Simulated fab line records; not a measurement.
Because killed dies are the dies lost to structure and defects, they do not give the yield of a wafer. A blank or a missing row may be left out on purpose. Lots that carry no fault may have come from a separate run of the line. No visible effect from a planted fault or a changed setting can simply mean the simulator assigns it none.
fab line records	flow nand_harc
record lots=5	wafers=15	last_day=33
route steps=1302 shown P_M1@297 P_M2@318 A_BLC@1120 END@1302
lots untouched by any fault: they come from a run of this same line in which no faults occurred
start_h: the number of hours between the record's first day and the start of the first shown wafer of the lot	wait_h: how many hours have passed since the lot's step before this one	" the same as in the row above	L1.1+2: a row that stands for several wafers	- value missing, or start not given	* or withheld: withheld	< > ~ a bound
route shown NAME@n: names a module that has steps shown in the file, with the first one's number in the route	usual: the fault-free wafers' mean and standard deviation	same: alike in all rows	chamber/n: place in a boat	sites: each site's reading	_std_site: the standard deviation of these	_edge_site: inner sites' mean taken away from outer sites' mean	radius_mm: how far each site lies from the wafer's centre	mask NAME#n: copy n	behind: tool/chamber where the wafer was last shaped	hold: why the lot was held/for how many hours/how that ended	device: whichever transistor did not switch (one of n, p or np)	end of line: at the end of the route, the tests of the same wafers	where a step has no rows: the recipe by itself	killed: the dies lost at the first sort to structure and to defects; this is not the yield of the wafer	map: the dies of a wafer, with x for killed, . for not killed, _ for no die there
set.NAME: setting as actually run; set.NAME@STEP: the setting as run at that earlier step	model.NAME: the simulator's own value behind a step, which no gauge read
lots seen at some steps along the route; tables by step, rows by wafer
services: the hour from which a tool's chamber was out of use, counted from the record's first day as start_h (under 0 if before that day), plus the number of hours and why
## steps
# step NHARC_P_M1_INSPECT_11
# usual raw_defect_count=4/3.1
lot.wafer	tool	chamber	start_h	wait_h	raw_defect_count
L313.1	defect_inspect-01	-	136.35	0.0	4
L313.2	"	-	"	"	2
L313.3	"	-	"	"	4
L320.2	defect_inspect-01	-	210.15	0.0	1
L320.4	"	-	"	"	10
L320.6	"	-	"	"	1
L324.1	defect_inspect-02	-	252.28	0.0	3
L324.2	"	-	"	"	4
L324.4	"	-	"	"	4
L333.2	defect_inspect-02	-	337.74	0.0	1
L333.5	"	-	"	"	3
L333.6	"	-	"	"	9
L334.1	defect_inspect-01	-	355.32	0.0	4
L334.3	"	-	"	"	8
L334.5	"	-	"	"	6
# step NHARC_P_M1_DESCUM_14
# recipe time_s=3	o2_flow_sccm=200	ar_flow_sccm=0	bias_power_w=0	chemistry=O2
# step NHARC_P_M1_ETCH_35
# recipe target_depth_a=400	overetch_a=120	time_s=43.94	ion_energy_ev=200	n2_flow_sccm=150	h2_flow_sccm=150	ar_flow_sccm=0	rf_w=400	bias_w=150	chemistry=N2/H2
# usual drypump_motor_current_A=5.9/0.55	oes_product_au=0.998/0.0077	rf_vpp_V=429.7/2.9	showerhead_plenum_p_Torr=2.01/0.098	throttle_valve_pct=14.170/0.008
lot.wafer	tool	chamber	start_h	wait_h	drypump_motor_current_A	oes_product_au	rf_hours_counter_h	rf_vpp_V	showerhead_plenum_p_Torr	throttle_valve_pct
L313.1	rie_diel-02	2	136.50	0.1	5.2	1.015	7	428.2	1.93	14.168
L313.2	"	0	"	"	4.9	1.007	8	427.1	1.90	14.172
L313.3	"	1	"	"	6.4	1.007	8	430.0	2.04	14.187
L320.2	rie_diel-12	1	210.29	0.1	5.4	0.994	24	426.3	1.89	14.154
L320.4	"	3	"	"	6.3	0.992	23	431.1	2.02	14.172
L320.6	"	1	"	"	5.4	1.007	-	426.3	1.89	14.174
L324.2	rie_diel-02	0	252.43	0.1	4.9	1.005	2	426.7	1.90	14.164
L324.1	"	1	"	"	6.4	1.003	2	430.9	2.04	14.169
L324.4	"	2	"	"	5.3	1.008	2	426.9	1.93	14.172
L333.2	rie_diel-02	2	337.90	0.1	5.2	0.995	9	426.8	1.93	14.166
L333.5	"	1	"	"	6.4	1.002	-	429.8	2.03	14.167
L333.6	"	2	"	"	5.2	1.002	-	428.2	1.93	14.168
L334.1	rie_diel-05	3	355.47	0.1	5.7	0.992	8	428.3	1.94	14.185
L334.3	"	0	"	"	6.1	0.985	8	434.4	2.20	14.178
L334.5	"	3	"	"	5.7	1.000	-	428.8	1.94	14.167
# step NHARC_P_M1_ETCH_15
# recipe target_depth_a=1825	time_s=91.2	c4f8_flow_sccm=withheld	ar_flow_sccm=400	rf_w=600	bias_w=300	chemistry=C4F8/Ar
# usual oes_product_au=0.959/0.02	rf_vpp_V=440.0/2.9
lot.wafer	tool	chamber	start_h	wait_h	oes_product_au	rf_hours_counter_h	rf_vpp_V
L313.2	rie_diel-02	2	-	-	0.957	7	438.0
L313.3	"	3	"	"	0.956	8	443.5
L313.1	"	1	"	"	0.965	8	441.2
L320.4	rie_diel-12	1	-	-	0.993	24	436.1
L320.2	"	2	"	"	0.960	25	438.7
L320.6	"	0	"	"	0.978	-	443.1
L324.4	rie_diel-02	1	-	-	0.949	2	440.8
L324.1	"	2	"	"	0.960	2	437.6
L324.2	"	3	"	"	0.955	1	443.0
L333.2	rie_diel-02	1	-	-	0.926	10	440.6
L333.5	"	2	"	"	0.921	-	437.0
L333.6	"	3	"	"	0.923	-	443.0
L334.3	rie_diel-05	2	-	-	0.983	8	438.2
L334.1	"	3	"	"	0.987	8	437.8
L334.5	"	3	"	"	0.989	-	437.9
# step NHARC_P_M1_CD_MEAS_16
# usual cd_nm=129.9/0.59
lot.wafer	tool	chamber	start_h	wait_h	cd_nm
L313.1	cd_sem-02	-	136.71	-	130.1
L313.2	"	-	"	"	129.7
L313.3	"	-	"	"	129.9
L320.2	cd_sem-02	-	210.52	-	128.9
L320.4	"	-	"	"	129.2
L320.6	"	-	"	"	129.3
L324.1	cd_sem-02	-	252.64	-	130.1
L324.2	"	-	"	"	129.7
L324.4	"	-	"	"	130.5
L333.2	cd_sem-02	-	338.11	-	129.5
L333.5	"	-	"	"	129.1
L333.6	"	-	"	"	129.6
L334.1	cd_sem-03	-	355.69	-	130.0
L334.3	"	-	"	"	130.3
L334.5	"	-	"	"	130.0
# step NHARC_P_M1_STRIP_18
# recipe power_w=1000	n2_flow_sccm=150	h2_flow_sccm=150	ar_flow_sccm=0	bias_w=0	chemistry=N2/H2
# step NHARC_P_M1_ETCH_28
# recipe target_depth_a=300	over_etch_frac=0.3	time_s=72.99	ion_energy_ev=150	cf4_flow_sccm=50	n2_flow_sccm=100	ar_flow_sccm=150	rf_w=300	bias_w=100	chemistry=CF4/N2
# usual drypump_motor_current_A=5.8/0.56	oes_product_au=0.999/0.0075	rf_vpp_V=313.5/2.2	showerhead_plenum_p_Torr=2.59/0.12	throttle_valve_pct=19.795/0.0089
lot.wafer	tool	chamber	start_h	wait_h	drypump_motor_current_A	oes_product_au	rf_hours_counter_h	rf_vpp_V	showerhead_plenum_p_Torr	throttle_valve_pct
L313.3	rie_diel-02	0	-	-	4.8	0.998	8	311.5	2.46	19.794
L313.2	"	1	"	"	6.4	1.005	8	313.4	2.63	19.799
L313.1	"	2	"	"	5.3	0.999	7	313.0	2.50	19.777
L320.2	rie_diel-05	3	-	-	5.7	0.997	10	312.0	2.51	19.788
L320.4	"	1	"	"	6.7	0.983	9	315.9	2.65	19.807
L320.6	"	3	"	"	5.7	0.989	-	311.1	2.51	19.803
L324.1	rie_diel-05	1	-	-	6.8	0.995	0	313.5	2.65	19.793
L324.2	"	3	"	"	5.7	0.995	0	311.0	2.51	19.785
L324.4	"	0	"	"	6.1	0.994	0	317.5	2.81	19.802
L333.2	rie_diel-05	2	-	-	6.1	0.992	6	312.4	2.49	19.799
L333.5	"	2	"	"	6.1	0.985	-	311.6	2.49	19.804
L333.6	"	3	"	"	5.7	0.995	-	311.8	2.51	19.805
L334.3	rie_diel-12	2	-	-	6.3	1.001	28	311.6	2.51	19.793
L334.1	"	1	"	"	5.4	0.998	27	316.9	2.83	19.799
L334.5	"	3	"	"	6.3	0.998	-	313.9	2.58	19.785
# step NHARC_P_M1_STRIP_19
# recipe time_s=600	temp_c=30	chemistry=post_etch_residue_remover
# step NHARC_P_M1_DEGAS_29
# recipe temp_c=250	time_s=60
# usual heater_power_w=320/32
lot.wafer	tool	chamber	start_h	wait_h	heater_power_w
L313.2	pvd_sputter-01	-	137.43	-	285
L313.3	"	-	"	"	361
L313.1	"	-	"	"	339
L320.4	pvd_sputter-03	-	211.24	-	298
L320.2	"	-	"	"	326
L320.6	"	-	"	"	286
L324.1	pvd_sputter-02	-	253.37	-	294
L324.2	"	-	"	"	317
L324.4	"	-	"	"	298
L333.2	pvd_sputter-02	-	338.85	-	335
L333.5	"	-	"	"	297
L333.6	"	-	"	"	293
L334.3	pvd_sputter-01	-	356.41	-	302
L334.1	"	-	"	"	362
L334.5	"	-	"	"	361
# step NHARC_P_M1_PRE_CLEAN_30
# recipe time_s=30	temp_c=280	gas=H2/He
# step NHARC_P_M1_PVD_20
# recipe target_thk_a=50	bias_v=168.6	power_w=15000	chamber_pressure_pa=0.12	time_s=8.06	substrate_temp_c=50	material=TaN
# step NHARC_P_M1_PVD_21
# recipe target_thk_a=300	chamber_pressure_pa=5	power_w=5000	substrate_temp_c=30	time_s=20.49	material=Cu
# step NHARC_P_M1_ECD_22
# recipe target_thk_a=4000	bath_temp_c=25	material=Cu
lot.wafer	tool	chamber	start_h	wait_h
L313.2+1+3	ecd_cu-01	1,0,1	137.79	-
L320.2+4+6	ecd_cu-01	0,1,1	211.59	-
L324.2+1+4	ecd_cu-02	1,0,0	253.73	-
L333.2+5+6	ecd_cu-02	1,0,1	339.24	-
L334.1+3+5	ecd_cu-01	1,0,0	356.76	-
# step NHARC_P_M1_ANNEAL_31
# recipe temp_c=225	time_s=90
# step NHARC_P_M1_CMP_23
# recipe t_overpolish_s=20	target_thk_nm=157.82
# usual motor_current_A=12.3/1.4	time_to_endpoint_s=28.3/2.7
lot.wafer	tool	chamber	start_h	wait_h	motor_current_A	time_to_endpoint_s
L313.2	cmp-01	2	138.54	-	15.0	29.2
L313.3	"	3	"	"	12.7	24.3
L313.1	"	0	"	"	11.8	26.0
L320.2	cmp-02	0	212.33	-	12.1	28.9
L320.4	"	2	"	"	12.0	28.2
L320.6	"	0	"	"	11.8	31.9
L324.1	cmp-01	3	254.45	-	12.7	25.5
L324.4	"	0	"	"	12.3	26.3
L324.2	"	2	"	"	15.5	27.2
L333.2	cmp-02	3	339.92	-	13.3	18.9
L333.6	"	3	"	"	13.3	29.7
L333.5	"	0	"	"	12.5	28.7
L334.1	cmp-03	0	357.50	-	13.3	25.2
L334.3	"	1	"	"	12.6	30.0
L334.5	"	0	"	"	13.8	31.3
# step NHARC_P_M1_THK_MEAS_24
# recipe thk_meas_gauge=xrf
# usual thk_nm=157.6/1.2
lot.wafer	tool	chamber	start_h	wait_h	thk_nm
L313.1	film_metro-01	-	138.83	-	156.4
L313.2	"	-	"	"	157.3
L313.3	"	-	"	"	157.0
L320.2	film_metro-01	-	212.65	-	159.2
L320.4	"	-	"	"	158.6
L320.6	"	-	"	"	157.8
L324.1	film_metro-02	-	254.77	-	156.6
L324.2	"	-	"	"	157.9
L324.4	"	-	"	"	157.0
L333.2	film_metro-01	-	340.24	-	159.2
L333.5	"	-	"	"	156.7
L333.6	"	-	"	"	158.3
L334.1	film_metro-01	-	357.79	-	156.9
L334.3	"	-	"	"	157.5
L334.5	"	-	"	"	155.3
# step NHARC_P_M1_SRD_25
# step NHARC_P_M1_INSPECT_27
# usual raw_defect_count=268/94
lot.wafer	tool	chamber	start_h	wait_h	raw_defect_count
L313.1	defect_inspect-01	-	138.98	0.0	189
L313.2	"	-	"	"	164
L313.3	"	-	"	"	202
L320.2	defect_inspect-02	-	212.81	0.0	293
L320.4	"	-	"	"	294
L320.6	"	-	"	"	250
L324.1	defect_inspect-02	-	254.92	0.0	285
L324.2	"	-	"	"	150
L324.4	"	-	"	"	132
L333.2	defect_inspect-02	-	340.40	0.0	233
L333.5	"	-	"	"	275
L333.6	"	-	"	"	219
L334.1	defect_inspect-01	-	357.96	0.0	246
L334.3	"	-	"	"	276
L334.5	"	-	"	"	301
# step NHARC_P_M1_PRE_CLEAN_32
# recipe time_s=12	temp_c=370	rf_power_w=300	gas=NH3
# step NHARC_P_M1_DEP_33
# recipe target_thk_a=300	temp_c=370	target_thk_nm=30	pressure_torr=3	flow_sccm=200	rf_w=450	material=SiCN
# usual heater_power_w=597/80
lot.wafer	tool	chamber	start_h	wait_h	heater_power_w
L313.3	pecvd-04	2	139.13	0.1	642
L313.1	"	0	"	"	625
L313.2	"	1	"	"	512
L320.2	pecvd-02	1	213.04	0.1	609
L320.4	"	2	"	"	754
L320.6	"	0	"	"	526
L324.1	pecvd-02	0	255.07	0.1	556
L324.2	"	2	"	"	651
L324.4	"	1	"	"	642
L333.2	pecvd-02	1	340.54	0.1	591
L333.6	"	1	"	"	588
L333.5	"	2	"	"	604
L334.3	pecvd-04	1	358.15	0.1	483
L334.1	"	2	"	"	615
L334.5	"	1	"	"	496
# step NHARC_P_M2_DEP_00
# recipe target_thk_a=1825	target_thk_nm=182.5	temp_c=withheld	pressure_torr=5	flow_sccm=200	rf_w=600	material=SiOC
# step NHARC_P_M2_DEHYDRATE_01
# recipe temp_c=150	time_s=120
# step NHARC_P_M2_HMDS_02
# recipe time_s=30
# step NHARC_P_M2_COAT_34
# recipe temp_c=200	time_s=65
# step NHARC_P_M2_COAT_03
# recipe spin_rpm=1500	resist_thk_nm=90
# step NHARC_P_M2_SOFTBAKE_04
# recipe temp_c=105	time_s=55
# step NHARC_P_M2_EBR_05
# step NHARC_P_M2_EXPOSE_06
# recipe na=1.35	target_cd_nm=170	dose_mj=80.78	mask_id=P_M2
# step NHARC_P_M2_PEB_07
# recipe peb_temp_c=100	peb_time_s=65
# step NHARC_P_M2_DEVELOP_08
# recipe develop_time_s=35	dev_temp_c=23
# step NHARC_P_M2_CD_MEAS_09
# recipe target_cd_nm=170	landing_energy_ev=500
# usual cd_nm=170.0/0.5
lot.wafer	tool	chamber	start_h	wait_h	cd_nm
L313.1	cd_sem-01	0	140.38	-	169.8
L313.2	"	0	"	"	169.9
L313.3	"	0	"	"	169.5
L320.2	cd_sem-01	0	219.29	-	170.2
L320.4	"	0	"	"	169.9
L320.6	"	0	"	"	169.4
L324.1	cd_sem-02	0	256.31	-	171.2
L324.2	"	0	"	"	170.7
L324.4	"	0	"	"	171.0
L333.2	cd_sem-01	0	341.80	-	169.1
L333.5	"	0	"	"	169.4
L333.6	"	0	"	"	169.7
L334.1	cd_sem-03	0	359.35	-	170.2
L334.3	"	0	"	"	171.1
L334.5	"	0	"	"	170.7
# step NHARC_P_M2_OVL_MEAS_10
# recipe pitch_nm=340
# usual overlay_x_nm=0.2/0.92	overlay_y_nm=-0.4/0.81
lot.wafer	tool	chamber	start_h	wait_h	overlay_x_nm	overlay_y_nm
L313.1	overlay-01	-	140.47	-	0.0	0.9
L313.2	"	-	"	"	0.1	0.9
L313.3	"	-	"	"	-0.6	0.8
L320.2	overlay-01	-	219.38	-	-0.9	0.3
L320.4	"	-	"	"	-1.0	0.2
L320.6	"	-	"	"	-0.5	0.2
L324.1	overlay-01	-	256.40	-	0.6	-0.5
L324.2	"	-	"	"	0.5	-0.7
L324.4	"	-	"	"	0.4	-0.2
L333.2	overlay-02	-	341.89	-	0.2	-0.8
L333.5	"	-	"	"	-0.2	-1.1
L333.6	"	-	"	"	-0.7	-0.9
L334.1	overlay-02	-	359.44	-	-0.3	-1.0
L334.3	"	-	"	"	-0.5	-0.2
L334.5	"	-	"	"	-0.3	-1.2
# step NHARC_P_M2_INSPECT_11
# usual raw_defect_count=5/3.1
lot.wafer	tool	chamber	start_h	wait_h	raw_defect_count
L313.1	defect_inspect-02	-	140.51	0.0	2
L313.2	"	-	"	"	2
L313.3	"	-	"	"	3
L320.2	defect_inspect-02	-	219.41	0.0	2
L320.4	"	-	"	"	2
L320.6	"	-	"	"	3
L324.1	defect_inspect-01	-	256.43	0.0	8
L324.2	"	-	"	"	2
L324.4	"	-	"	"	2
L333.2	defect_inspect-02	-	341.92	0.0	3
L333.5	"	-	"	"	4
L333.6	"	-	"	"	4
L334.1	defect_inspect-01	-	359.47	0.0	3
L334.3	"	-	"	"	5
L334.5	"	-	"	"	2
# step NHARC_P_M2_DESCUM_14
# recipe time_s=3	o2_flow_sccm=200	ar_flow_sccm=0	bias_power_w=0	chemistry=O2
# step NHARC_P_M2_ETCH_35
# recipe target_depth_a=400	overetch_a=120	time_s=43.94	ion_energy_ev=200	n2_flow_sccm=150	h2_flow_sccm=150	ar_flow_sccm=0	rf_w=400	bias_w=150	chemistry=N2/H2
# step NHARC_P_M2_ETCH_15
# recipe target_depth_a=1825	time_s=91.2	c4f8_flow_sccm=withheld	ar_flow_sccm=400	rf_w=600	bias_w=300	chemistry=C4F8/Ar
# step NHARC_P_M2_CD_MEAS_16
# usual cd_nm=170.0/0.67
lot.wafer	tool	chamber	start_h	wait_h	cd_nm
L313.1	cd_sem-01	-	140.92	-	170.1
L313.2	"	-	"	"	170.1
L313.3	"	-	"	"	169.5
L320.2	cd_sem-03	-	219.78	-	169.8
L320.4	"	-	"	"	169.9
L320.6	"	-	"	"	170.0
L324.1	cd_sem-03	-	256.80	-	171.1
L324.2	"	-	"	"	170.0
L324.4	"	-	"	"	170.9
L333.2	cd_sem-02	-	342.31	-	170.1
L333.5	"	-	"	"	170.5
L333.6	"	-	"	"	169.6
L334.1	cd_sem-02	-	359.84	-	170.4
L334.3	"	-	"	"	171.5
L334.5	"	-	"	"	171.3
# step NHARC_P_M2_STRIP_18
# recipe power_w=1000	n2_flow_sccm=150	h2_flow_sccm=150	ar_flow_sccm=0	bias_w=0	chemistry=N2/H2
# step NHARC_P_M2_ETCH_28
# recipe target_depth_a=300	over_etch_frac=0.3	time_s=72.99	ion_energy_ev=150	cf4_flow_sccm=50	n2_flow_sccm=100	ar_flow_sccm=150	rf_w=300	bias_w=100	chemistry=CF4/N2
# step NHARC_P_M2_STRIP_19
# recipe time_s=600	temp_c=30	chemistry=post_etch_residue_remover
# step NHARC_P_M2_DEGAS_29
# recipe temp_c=250	time_s=60
# step NHARC_A_BLC_DESCUM_15
# recipe time_s=3	o2_flow_sccm=200	ar_flow_sccm=0	bias_power_w=0	chemistry=O2
# usual drypump_motor_current_A=5.9/0.53	oes_product_au=1.000/0.007	rf_vpp_V=57.7/1	showerhead_plenum_p_Torr=1.89/0.094	throttle_valve_pct=11.311/0.01
lot.wafer	tool	chamber	start_h	wait_h	drypump_motor_current_A	oes_product_au	rf_hours_counter_h	rf_vpp_V	showerhead_plenum_p_Torr	throttle_valve_pct	model.A_BLC.cd_nm
L313.3	rie_diel-05	2	534.19	0.1	6.1	1.003	7	57.2	1.80	11.322	101.4
L313.2	"	0	"	"	6.1	0.987	7	58.5	2.05	11.326	100.4
L313.1	"	1	"	"	6.8	0.998	7	58.0	1.92	11.295	100.7
L320.2	rie_diel-05	1	605.15	0.1	6.8	0.995	1	57.2	1.92	11.314	98.98
L320.4	"	2	"	"	6.1	1.011	1	56.7	1.80	11.322	99.86
L320.6	"	3	"	"	5.7	1.011	-	58.5	1.82	11.302	98.95
L324.1	rie_diel-05	3	639.44	0.1	5.8	1.009	5	58.7	1.82	11.317	99.86
L324.2	"	1	"	"	6.8	0.986	4	57.8	1.92	11.313	100.6
L324.4	"	2	"	"	6.1	1.005	4	58.5	1.80	11.319	100.9
L333.2	rie_diel-05	0	733.67	0.1	6.1	0.996	8	58.1	2.05	11.306	101.8
L333.6	"	3	"	"	5.7	1.005	-	57.0	1.81	11.309	101.3
L333.5	"	0	"	"	6.0	0.997	-	59.5	2.05	11.311	101.2
L334.1	rie_diel-05	3	741.33	0.1	5.7	1.007	11	57.8	1.81	11.313	100
L334.3	"	2	"	"	6.1	1.004	11	58.0	1.80	11.341	100.6
L334.5	"	3	"	"	5.7	1.000	-	55.5	1.81	11.315	100.3
# step NHARC_A_BLC_ETCH_16
# recipe target_depth_a=390	over_etch_frac=0.3	time_s=65	ion_energy_ev=80	cf4_flow_sccm=150	ar_flow_sccm=0	rf_w=300	bias_w=100	chemistry=CF4
# usual drypump_motor_current_A=5.9/0.53	oes_product_au=1.000/0.0063	rf_vpp_V=150.8/1.3	showerhead_plenum_p_Torr=1.74/0.078	throttle_valve_pct=13.283/0.0095
lot.wafer	tool	chamber	start_h	wait_h	drypump_motor_current_A	oes_product_au	rf_hours_counter_h	rf_vpp_V	showerhead_plenum_p_Torr	throttle_valve_pct	model.A_BLC.cd_nm
L313.2	rie_diel-05	0	534.28	0.1	6.0	0.998	7	152.0	1.89	13.271	100.3
L313.1	"	1	"	"	6.7	0.998	7	152.5	1.78	13.267	100.5
L313.3	"	3	"	"	5.7	0.999	7	150.9	1.69	13.276	101.2
L320.4	rie_diel-05	1	605.23	0.1	6.7	0.994	1	151.6	1.78	13.290	99.85
L320.2	"	3	"	"	5.7	0.990	1	151.1	1.69	13.267	99.21
L320.6	"	1	"	"	6.7	1.003	-	151.9	1.78	13.278	98.79
L324.2	rie_diel-05	3	639.53	0.1	5.8	1.000	5	150.2	1.68	13.286	100.6
L324.1	"	0	"	"	6.0	1.013	4	151.5	1.89	13.270	99.97
L324.4	"	1	"	"	6.7	1.007	4	150.8	1.78	13.287	100.8
L333.2	rie_diel-05	3	733.75	0.1	5.7	0.995	9	150.8	1.68	13.280	101.9
L333.5	"	3	"	"	5.7	1.004	-	149.3	1.68	13.274	101.1
L333.6	"	0	"	"	6.1	1.002	-	153.8	1.88	13.277	101.3
L334.3	rie_diel-05	1	741.41	0.1	6.8	0.996	11	152.2	1.77	13.277	100.6
L334.1	"	0	"	"	6.1	0.989	10	152.8	1.88	13.277	100
L334.5	"	1	"	"	6.8	0.998	-	150.1	1.77	13.280	100.4
# step NHARC_END_SORT_01
# recipe temp_c=25
# usual defect_limited_yield=91.2/2.5	killed_at_array=55/17	killed_at_other=1.1/1.4	killed_at_periphery=3.9/3	killed_dies=59/17	killed_open=3.5/2	killed_short=2.6/1.6
# same gross_dies=677
lot.wafer	tool	chamber	start_h	wait_h	defect_limited_yield[%]	killed_at_array	killed_at_other	killed_at_periphery	killed_dies	killed_open	killed_short
L313.1	prober-01	0	580.71	2.6	90.5	58	1	5	64	6	4
L313.2	prober-01	0	581.52	2.9	90.4	62	0	3	65	6	0
L313.3	prober-01	0	582.33	3.2	93.5	43	0	1	44	3	2
L320.2	prober-01	0	648.51	2.8	95.3	28	3	1	32	2	4
L320.4	prober-01	0	650.12	3.4	93.2	41	3	2	46	1	4
L320.6	prober-01	0	651.73	4.0	94.2	36	0	3	39	3	2
L324.1	prober-02	0	682.16	2.5	87.6	81	1	2	84	2	3
L324.2	prober-02	0	682.96	2.8	88.6	74	0	3	77	3	5
L324.4	prober-02	0	684.57	3.4	91.0	57	0	4	61	6	3
L333.2	prober-02	0	780.57	2.9	90.3	64	1	1	66	0	3
L333.5	prober-02	0	782.97	3.7	90.0	63	1	4	68	3	1
L333.6	prober-02	0	783.78	4.0	88.3	73	1	5	79	2	3
L334.1	prober-01	0	788.14	2.5	90.8	56	3	3	62	5	3
L334.3	prober-01	0	789.75	3.1	88.3	74	1	4	79	3	2
L334.5	prober-01	0	791.37	3.7	92.0	50	1	3	54	5	1
# killed by level:class
L313.1 A_CHANNEL_HOLE_D1:chamber_film_flake=24 A_CHANNEL_HOLE_D2:chamber_film_flake=14 P_BONDPAD:chamber_film_flake=3 A_ZERO_WELL:chamber_film_flake=3 A_CHANNEL_FILL_D1:chamber_film_flake=3 A_STAIRCASE:chamber_film_flake=3 A_ONON_D1:geometric_particle:open=2 A_M0:geometric_particle:open=2
L313.2 A_CHANNEL_HOLE_D2:chamber_film_flake=31 A_CHANNEL_HOLE_D1:chamber_film_flake=11 A_CONTACT:chamber_film_flake=5 A_CHANNEL_FILL_D1:chamber_film_flake=4 A_STAIRCASE:chamber_film_flake=3 A_CONTACT:geometric_particle:open=2 P_BONDPAD:chamber_film_flake=2 A_DECK1_JOINT:chamber_film_flake=2
L313.3 A_CHANNEL_HOLE_D2:chamber_film_flake=15 A_CHANNEL_HOLE_D1:chamber_film_flake=8 A_STAIRCASE:chamber_film_flake=6 A_CHANNEL_FILL_D1:chamber_film_flake=4 A_CONTACT:chamber_film_flake=3 A_CHANNEL_HOLE_D1:geometric_particle:open=2 A_DECK1_JOINT:chamber_film_flake=2 A_DECK1_JOINT:geometric_particle:open=1
L320.2 A_CHANNEL_HOLE_D2:chamber_film_flake=14 A_M1:chamber_film_flake=3 A_CHANNEL_HOLE_D1:chamber_film_flake=2 THIN_TSV:chamber_film_flake=2 P_M0:geometric_particle:short=1 A_ONON_D1:geometric_particle:open=1 A_DECK1_JOINT:geometric_particle:open=1 A_CONTACT:geometric_particle:short=1
L320.4 A_CHANNEL_HOLE_D2:chamber_film_flake=14 A_M1:chamber_film_flake=7 A_DECK1_JOINT:chamber_film_flake=6 A_CHANNEL_HOLE_D1:chamber_film_flake=4 THIN_TSV:chamber_film_flake=3 P_GATE:chamber_film_flake=2 A_ZERO_WELL:chamber_film_flake=2 A_CONTACT:chamber_film_flake=2
L320.6 A_CHANNEL_HOLE_D2:chamber_film_flake=17 A_CHANNEL_HOLE_D1:chamber_film_flake=6 A_DECK1_JOINT:chamber_film_flake=3 A_M1:chamber_film_flake=3 P_M0:geometric_particle:open=1 P_M1:geometric_particle:short=1 A_CHANNEL_HOLE_D2:geometric_particle:short=1 A_SGD_CUT:geometric_particle:open=1
L324.1 A_SLIT:chamber_film_flake=37 A_CHANNEL_HOLE_D2:chamber_film_flake=17 A_CHANNEL_HOLE_D1:chamber_film_flake=11 A_CONTACT:chamber_film_flake=4 P_M1:chamber_film_flake=2 A_CHANNEL_FILL_D2:chamber_film_flake=2 A_WL_FILL:chamber_film_flake=2 A_SOURCE_PLATE:geometric_particle:open=1
L324.2 A_SLIT:chamber_film_flake=33 A_CHANNEL_HOLE_D2:chamber_film_flake=16 A_CONTACT:chamber_film_flake=9 A_CHANNEL_HOLE_D1:chamber_film_flake=5 A_CHANNEL_FILL_D1:geometric_particle:open=2 A_CHANNEL_FILL_D2:chamber_film_flake=2 A_BONDPAD:chamber_film_flake=2 P_GATE:geometric_particle:short=1
L324.4 A_SLIT:chamber_film_flake=27 A_CHANNEL_HOLE_D2:chamber_film_flake=14 A_CONTACT:chamber_film_flake=4 A_ONON_D1:geometric_particle:open=2 A_ONON_D1:geometric_particle:short=2 P_CONTACT:geometric_particle:open=1 P_M1:geometric_particle:open=1 A_SOURCE_PLATE:geometric_particle:short=1
L333.2 A_CHANNEL_HOLE_D2:chamber_film_flake=26 A_CHANNEL_HOLE_D1:chamber_film_flake=13 A_CONTACT:chamber_film_flake=10 A_SLIT:chamber_film_flake=9 A_STAIRCASE:chamber_film_flake=2 A_WL_FILL:chamber_film_flake=2 P_M0:geometric_particle:short=1 A_WL_FILL:geometric_particle:short=1
L333.5 A_CHANNEL_HOLE_D2:chamber_film_flake=26 A_CHANNEL_HOLE_D1:chamber_film_flake=21 A_CONTACT:chamber_film_flake=7 A_STAIRCASE:chamber_film_flake=3 A_SLIT:chamber_film_flake=2 P_M0:geometric_particle:open=1 A_DECK1_JOINT:geometric_particle:short=1 A_BLC:geometric_particle:open=1
L333.6 A_CHANNEL_HOLE_D2:chamber_film_flake=30 A_CHANNEL_HOLE_D1:chamber_film_flake=18 A_CONTACT:chamber_film_flake=13 A_SLIT:chamber_film_flake=6 P_GATE:chamber_film_flake=2 P_CONTACT:geometric_particle:open=1 P_M0:geometric_particle:short=1 A_ONON_D1:geometric_particle:open=1
L334.1 A_CHANNEL_HOLE_D2:chamber_film_flake=25 A_CHANNEL_HOLE_D1:chamber_film_flake=9 A_SLIT:chamber_film_flake=6 A_CONTACT:chamber_film_flake=6 THIN_TSV:chamber_film_flake=3 A_DECK1_JOINT:geometric_particle:short=2 A_DECK1_JOINT:geometric_particle:open=2 A_STAIRCASE:chamber_film_flake=2
L334.3 A_CHANNEL_HOLE_D2:chamber_film_flake=34 A_CHANNEL_HOLE_D1:chamber_film_flake=23 A_SLIT:chamber_film_flake=6 A_CONTACT:chamber_film_flake=3 P_GATE:chamber_film_flake=2 A_STAIRCASE:chamber_film_flake=2 A_ONON_D1:geometric_particle:open=1 A_CHANNEL_HOLE_D1:geometric_particle:short=1
L334.5 A_CHANNEL_HOLE_D2:chamber_film_flake=20 A_CHANNEL_HOLE_D1:chamber_film_flake=13 A_SLIT:chamber_film_flake=6 A_ONON_D2:geometric_particle:open=2 A_CHANNEL_FILL_D2:chamber_film_flake=2 A_STAIRCASE:chamber_film_flake=2 A_CONTACT:chamber_film_flake=2 P_CONTACT:geometric_particle:short=1
## services
tool	chamber	start_h	hours	kind
rie_diel-12	-	113.99	11.1	repair
rie_diel-12	-	138.53	9.9	repair
pecvd-02	-	147.14	1.4	repair
ecd_cu-01	-	160.00	8.0	pm
rie_diel-02	1	160.45	8.5	repair
rie_diel-02	3	189.58	1.3	repair
rie_diel-02	0	215.62	2.2	repair
rie_diel-02	-	216.70	9.0	pm
rie_diel-02	3	228.93	2.7	repair
rie_diel-05	-	229.60	9.0	pm
rie_diel-05	1	309.76	6.2	repair
rie_diel-02	0	332.42	4.0	repair
rie_diel-02	0	367.74	19.5	repair
rie_diel-02	-	393.70	9.0	pm
rie_diel-05	-	406.87	9.0	pm
rie_diel-05	1	494.86	8.4	repair
rie_diel-02	2	497.96	5.3	repair
rie_diel-02	-	532.15	0.4	repair
rie_diel-02	-	570.70	9.0	pm
rie_diel-05	-	583.87	9.0	pm
rie_diel-05	0	651.53	7.3	repair
rie_diel-02	3	694.85	10.0	repair
rie_diel-05	1	702.89	3.8	repair
rie_diel-05	0	709.48	2.7	repair
## key
first_sign step=NHARC_P_M1_CMP_23	reading=time_to_endpoint_s	direction=down	sigmas=3.4	usual=*	struck=*
effect none on later readings
model_effect step=NHARC_A_BLC_DESCUM_15	value=A_BLC.cd_nm	without=100.3	struck=101.8
model_effect step=NHARC_A_BLC_ETCH_16	value=A_BLC.cd_nm	without=100.3	struck=101.9
met_at NHARC_P_M1_ECD_22
struck_wafers L333.2
loop_trim step=NHARC_A_BLC_EXPOSE_07	setting=dose	lots=L333
onset_between 253.73 339.24
fault kind=process_parameter_drift	tool=ecd_cu-02	chamber=-	onset_h=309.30	steps=NHARC_P_M1_ECD_22	channel=target_thk_a	offset=*	shape=step	end_h=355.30	scope=struck_wafers_only	acts_in=*	stated=*
# loop_trim: a control loop set the setting to another value than it would have without faults
